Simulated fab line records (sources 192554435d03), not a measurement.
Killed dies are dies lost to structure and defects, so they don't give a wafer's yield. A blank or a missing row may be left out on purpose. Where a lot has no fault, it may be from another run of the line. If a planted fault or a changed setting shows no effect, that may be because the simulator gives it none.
Chamber matching || flow n5_finfet || N5_BEOL_M12_ETCH_59 on rie_diel-03: 4 sister chambers
The step etches BARC in N2/H2, target depth 89 nm, overetch 26.7 nm, time 67.9 s. 4 wafers are shown with their chamber, then 9 later ones without.

## WAFERS, EACH WITH ITS CHAMBER
{"wafer": "L090.6", "chamber": 0, "throttle_valve_pct (%)": 17.18}
{"wafer": "L092.2", "chamber": 3, "throttle_valve_pct (%)": 17.76}
{"wafer": "L092.4", "chamber": 2, "throttle_valve_pct (%)": 17.37}
{"wafer": "L092.6", "chamber": 1, "throttle_valve_pct (%)": 18.19}

## WAFERS WITHOUT THEIR CHAMBER
{"wafer": "L095.1", "throttle_valve_pct (%)": 17.38}
{"wafer": "L095.3", "throttle_valve_pct (%)": 17.22}
{"wafer": "L095.5", "throttle_valve_pct (%)": 17.23}
{"wafer": "L097.1", "throttle_valve_pct (%)": 18.20}
{"wafer": "L097.2", "throttle_valve_pct (%)": 17.21}
{"wafer": "L097.3", "throttle_valve_pct (%)": 17.80}
{"wafer": "L097.4", "throttle_valve_pct (%)": 17.41}
{"wafer": "L097.5", "throttle_valve_pct (%)": 17.81}
{"wafer": "L097.6", "throttle_valve_pct (%)": 17.22}

## THE CHAMBER EACH PASSED THROUGH
{"wafer": "L095.1", "from the rows above": 2, "in truth": 2}
{"wafer": "L095.3", "from the rows above": 0, "in truth": 0}
{"wafer": "L095.5", "from the rows above": 0, "in truth": 0}
{"wafer": "L097.1", "from the rows above": 1, "in truth": 1}
{"wafer": "L097.2", "from the rows above": 0, "in truth": 0}
{"wafer": "L097.3", "from the rows above": 3, "in truth": 3}
{"wafer": "L097.4", "from the rows above": 2, "in truth": 2}
{"wafer": "L097.5", "from the rows above": 3, "in truth": 3}
{"wafer": "L097.6", "from the rows above": 0, "in truth": 0}
Correctly placed: 9 of 9. Can't be placed from these rows: 0. Placed wrongly: 0.
How it was worked out, from the rows above alone: a wafer's distance from a chamber is the root of the sum, over the readings, of the square of ((its reading less the chamber's mean) divided by the reading's scatter). If the next closest chamber is less than 2 further off than the closest, the wafer can't be placed; otherwise it belongs to the closest. For every chamber, the mean is computed from those of its wafers that are shown. The scatter: root of mean squared gap, hidden wafer to nearest shown wafer, with one shown wafer a chamber.
